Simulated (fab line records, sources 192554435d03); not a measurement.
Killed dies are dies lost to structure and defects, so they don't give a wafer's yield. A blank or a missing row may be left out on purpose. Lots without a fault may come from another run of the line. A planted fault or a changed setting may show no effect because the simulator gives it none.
fab line records | flow n5_finfet
record lots=7 wafers=39
route steps=1938 shown STI_FIN_REVEAL@183 DUMMY_GATE@228 SD_EPI_N@293 HKMG_FIN@386 GATE_CUT@467 BEOL_M4@1111
start_h: hours from the record's first day to the start of the lot's first wafer shown | wait_h: hours since the lot's step before | " the same as in the row above | L1.1+2: a row that stands for several wafers | - no value, or no start given | * or withheld: withheld | < > ~ a bound
route shown NAME@n: a module of which the file shows steps, and the number in the route of the first | usual: mean/standard deviation of fault-free wafers | same: alike in all rows | chamber/n: place in a boat | sites: the reading at each site | _std_site: their standard deviation | _edge_site: outer sites' mean less inner sites' | radius_mm: how far each site lies from the wafer's centre | mask NAME#n: copy n | behind: the tool/chamber that last shaped the wafer | hold: why the lot was held/for how many hours/how that ended | device: the transistor (n, p or np) that didn't switch | end of line: the same wafers' tests at the end of the route | a step without rows: its recipe alone | killed: dies lost to structure and defects at the first sort, not the wafer's yield | map: a wafer's dies, x killed, . not, _ none there
set.NAME: the setting as run; set.NAME@STEP: as run at that earlier step | model.NAME: the simulator's own value behind a step, which no gauge read
lots whose settings were changed on purpose; a table a step, a row a wafer
## steps
# step N5_STI_FIN_REVEAL_ALD_00
# recipe material=SiO2 target_thk_a=10 temp_c=300 ald_precursor_family=BDEAS ald_co_reactant=O2-plasma pulse_time_s=1 pressure_torr=2
# step N5_DUMMY_GATE_EXPOSE_12
# recipe mask_id=GATE na=0.33 source_shape=annular sigma_inner=0.2 sigma_outer=0.6 polarization=unpolarized target_cd_nm=25 dose_mj=34
# step N5_DUMMY_GATE_ETCH_37
# recipe chemistry=N2/H2 target=SOC target_depth_a=600 overetch_a=300 temp_c=40 ion_energy_ev=200 pressure_mtorr=30 source_w=840 bias_w=150 n2_flow_sccm=200 h2_flow_sccm=200
# step N5_SD_EPI_N_LINER_46
# recipe material=SiNx target_thk_a=30 temp_c=400 ald_precursor_family=SiH2I2 ald_co_reactant=N2/H2-plasma pressure_torr=2
# step N5_HKMG_FIN_HK_ALD_01
# recipe material=HfO2 target_thk_a=16 temp_c=withheld ald_precursor_family=HfCl4 ald_co_reactant=H2O pulse_time_s=3 purge_time_s=3 co_reactant_purge_time_s=2.5 co_reactant_pulse_time_s=0.3 ald_cycles=30
# step N5_HKMG_FIN_ETCH_58
# recipe chemistry=N2/H2 target=SOC target_depth_a=2158 ion_energy_ev=50 bias_w=13 time_s=741 pressure_mtorr=30 source_w=875 n2_flow_sccm=200 h2_flow_sccm=200
# step N5_HKMG_FIN_ETCH_32
# recipe chemistry=N2/H2 target=SOC target_depth_a=2400 temp_c=40 time_s=300 ion_energy_ev=200 mask_material=SiARC pressure_mtorr=30 source_w=840 bias_w=150 n2_flow_sccm=200 h2_flow_sccm=200
# step N5_GATE_CUT_ETCHBACK_30
# recipe chemistry=Cl2/Ar target=TiN target_depth_a=30 mode=isotropic pressure_mtorr=10 icp_w=600 bias_w=60 Cl2_flow_sccm=40 Ar_flow_sccm=60
# step N5_BEOL_M4_RC_MEAS_101
# usual EOT_N=10.53/0.12 REXT_P=101.0/1.9
# columns lot.wafer tool chamber start_h wait_h set.target_thk_a@STI_FIN_REVEAL_ALD_00 set.dose_mj@DUMMY_GATE_EXPOSE_12 set.source_w@DUMMY_GATE_ETCH_37 set.target_thk_a@SD_EPI_N_LINER_46 set.ald_cycles@HKMG_FIN_HK_ALD_01 set.bias_w@HKMG_FIN_ETCH_58 set.bias_w@HKMG_FIN_ETCH_32 set.target_depth_a@GATE_CUT_ETCHBACK_30 EOT_N REXT_P[ohm.um]
L074.1 prober-01 0 177.23 0.0 10 34 704.4 26.56 30 13 150 27.62 10.61 98.6
L074.2 " 0 " " 8.971 34 704.4 26.56 35 11.01 150 27.62 11.16 96.5
L074.3 " 0 " " 10 34 840 26.56 35 13 150 30 11.08 97.5
L074.4 " 0 " " 8.971 34 840 30 30 11.01 150 27.62 10.51 101.8
L074.5 " 0 " " 10 34 704.4 30 35 11.01 150 30 11.24 102.9
L074.6 " 0 " " 8.971 34 840 30 30 13 150 30 10.73 103.4
L081.2 prober-02 0 203.49 0.2 10 34 840 30 30 13 150 30 10.49 101.3
L081.4 " 0 " " 10 34 840 30 30 13 150 30 10.68 100.3
L081.5 " 0 " " 10 34 840 30 30 13 150 30 10.60 99.7
L084.1 prober-02 0 230.57 0.0 10 34 987.7 25.77 30 13 165.3 30 10.46 96.6
L084.2 " 0 " " 8.738 34 840 25.77 30 13 150 30 10.54 96.8
L084.3 " 0 " " 10 34 840 25.77 30 13 165.3 30 10.39 95.5
L084.4 " 0 " " 8.738 34 987.7 30 30 13 150 30 10.46 102.0
L084.5 " 0 " " 10 34 987.7 30 30 13 150 30 10.44 100.4
L084.6 " 0 " " 8.738 34 840 30 30 13 165.3 30 10.44 101.4
L093.1 prober-01 0 284.51 0.0 10 31.86 840 30 30 14.89 166.5 30 10.54 102.6
L093.2 " 0 " " 10 34 840 30 33 13 166.5 30 10.83 101.8
L093.3 " 0 " " 10 31.86 840 28.51 30 13 166.5 30 10.12 101.2
L093.4 " 0 " " 10 31.86 840 28.51 33 14.89 150 30 10.80 100.2
L093.5 " 0 " " 10 34 840 28.51 33 14.89 150 30 10.54 102.4
L093.6 " 0 " " 10 34 840 30 30 13 150 30 10.67 101.6
L095.1 prober-01 0 291.49 0.0 10 34 840 32.22 30 12.12 150 27.94 10.42 104.3
L095.2 " 0 " " 10 34 840 30 30 13 124.8 30 10.40 98.8
L095.3 " 0 " " 10 35.81 840 30 30 12.12 150 27.94 10.52 96.5
L095.4 " 0 " " 9.379 34 840 32.22 30 12.12 124.8 30 10.65 101.9
L095.5 " 0 " " 9.379 35.81 840 30 30 13 150 30 10.45 97.0
L095.6 " 0 " " 9.379 35.81 840 32.22 30 13 124.8 27.94 10.30 100.6
L094.1 prober-02 0 293.41 0.0 10 31.41 840 34.28 30 13 141.7 30 10.50 103.7
L094.2 " 0 " " 8.874 34 840 30 30 13 150 30 10.59 98.1
L094.3 " 0 " " 10 31.41 840 30 30 13 150 30 10.63 97.9
L094.4 " 0 " " 8.874 31.41 840 30 30 13 141.7 30 10.50 96.7
L094.5 " 0 " " 10 34 840 34.28 30 13 150 30 10.53 102.8
L094.6 " 0 " " 8.874 34 840 34.28 30 13 141.7 30 10.51 102.9
L097.1 prober-02 0 298.90 0.0 10 32.48 840 25.2 30 10.51 150 30 10.48 96.6
L097.2 " 0 " " 10 34 840 25.2 26 13 170.5 30 10.33 97.6
L097.3 " 0 " " 10 32.48 773.9 30 30 10.51 150 30 10.44 102.6
L097.4 " 0 " " 10 32.48 773.9 25.2 26 13 150 31.35 10.03 97.0
L097.5 " 0 " " 10 34 840 30 26 10.51 170.5 31.35 10.13 102.3
L097.6 " 0 " " 10 34 773.9 30 30 13 170.5 31.35 10.34 102.3
## key
split step=N5_STI_FIN_REVEAL_ALD_00 setting=target_thk_a stated_as=10
response none clear
split step=N5_DUMMY_GATE_EXPOSE_12 setting=dose_mj stated_as=34
response none clear
split step=N5_DUMMY_GATE_ETCH_37 setting=source_w stated_as=840
response none clear
split step=N5_SD_EPI_N_LINER_46 setting=target_thk_a stated_as=30
response step=N5_BEOL_M4_RC_MEAS_101 reading=REXT_P slope=+0.398 per=1% together_with=all explained=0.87
split step=N5_HKMG_FIN_HK_ALD_01 setting=ald_cycles stated_as=30
response step=N5_BEOL_M4_RC_MEAS_101 reading=EOT_N slope=+0.0263 per=1% together_with=all explained=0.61
split step=N5_HKMG_FIN_ETCH_58 setting=bias_w stated_as=13
response none clear
split step=N5_HKMG_FIN_ETCH_32 setting=bias_w stated_as=150
response none clear
split step=N5_GATE_CUT_ETCHBACK_30 setting=target_depth_a stated_as=30
response none clear
